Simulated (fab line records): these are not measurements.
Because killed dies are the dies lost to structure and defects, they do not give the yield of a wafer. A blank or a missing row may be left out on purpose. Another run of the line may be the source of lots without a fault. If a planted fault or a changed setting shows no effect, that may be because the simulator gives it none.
Chamber matching	flow nand-harc	NHARC_A_STAIRCASE_DESCUM_270 on rie-diel-06 has 4 sister chambers
The step chemistry O2, time 3 s. 14 wafers are shown with their chamber, then 7 later ones without.

== WAFERS PAIRED WITH THEIR CHAMBERS ==
wafer	chamber	showerhead-plenum-p-Torr (Torr)	drypump-motor-current-A (A)	oes-product-au (a.u.)
L081.1	3	1.79	5.5	0.999
L081.2	2	1.95	5.8	0.988
L081.5	1	1.85	6.5	0.983
L082.2	0	1.84	5.8	0.992
L082.3	3	1.79	5.5	1.001
L082.5	0	1.84	5.7	0.989
L084.2	2	1.94	5.8	0.990
L084.3	1	1.84	6.4	0.995
L084.6	2	1.94	5.8	0.986
L087.1	3	1.78	5.5	0.998
L087.2	2	1.94	5.8	0.993
L087.5	1	1.84	6.5	0.993
L093.2	3	1.78	5.5	1.012
L093.4	1	1.84	6.5	0.993

SIGNATURES (means of the wafers above)
reading	chamber 0	chamber 1	chamber 2	chamber 3	scatter within a chamber
showerhead-plenum-p-Torr	1.8400	1.8425	1.9425	1.7850	0.005
drypump-motor-current-A	5.750	6.475	5.800	5.500	0.0354
oes-product-au	0.99050	0.99100	0.98925	1.00250	0.00494
Rule: for each reading, subtract the chamber's mean from the wafer's reading, divide by that reading's scatter and square the result; add these up over the readings and take the root, which gives the wafer's distance from the chamber. If the next closest chamber is less than 2 further off than the closest, the wafer can't be placed; otherwise it belongs to the closest. How the scatter is found: for the shown wafers, subtract from each reading the mean of its chamber, square and add these, divide the total by (wafers less chambers), then take the root.

== WAFERS WITH NO CHAMBER GIVEN ==
wafer	showerhead-plenum-p-Torr (Torr)	drypump-motor-current-A (A)	oes-product-au (a.u.)
L093.6	1.94	5.8	0.997
L094.3	1.78	5.5	1.005
L094.4	1.83	5.8	0.990
L094.5	1.78	5.5	1.014
L095.1	1.83	5.8	1.002
L095.2	1.83	6.5	1.001
L095.5	1.83	5.8	0.990

== CHAMBER TAKEN BY EACH ==
wafer	from the rows above	in truth
L093.6	2	2
L094.3	3	3
L094.4	0	0
L094.5	3	3
L095.1	0	0
L095.2	1	1
L095.5	0	0
7 of 7 placed correctly. Can't be placed from these rows: 0. Placed wrongly: 0.
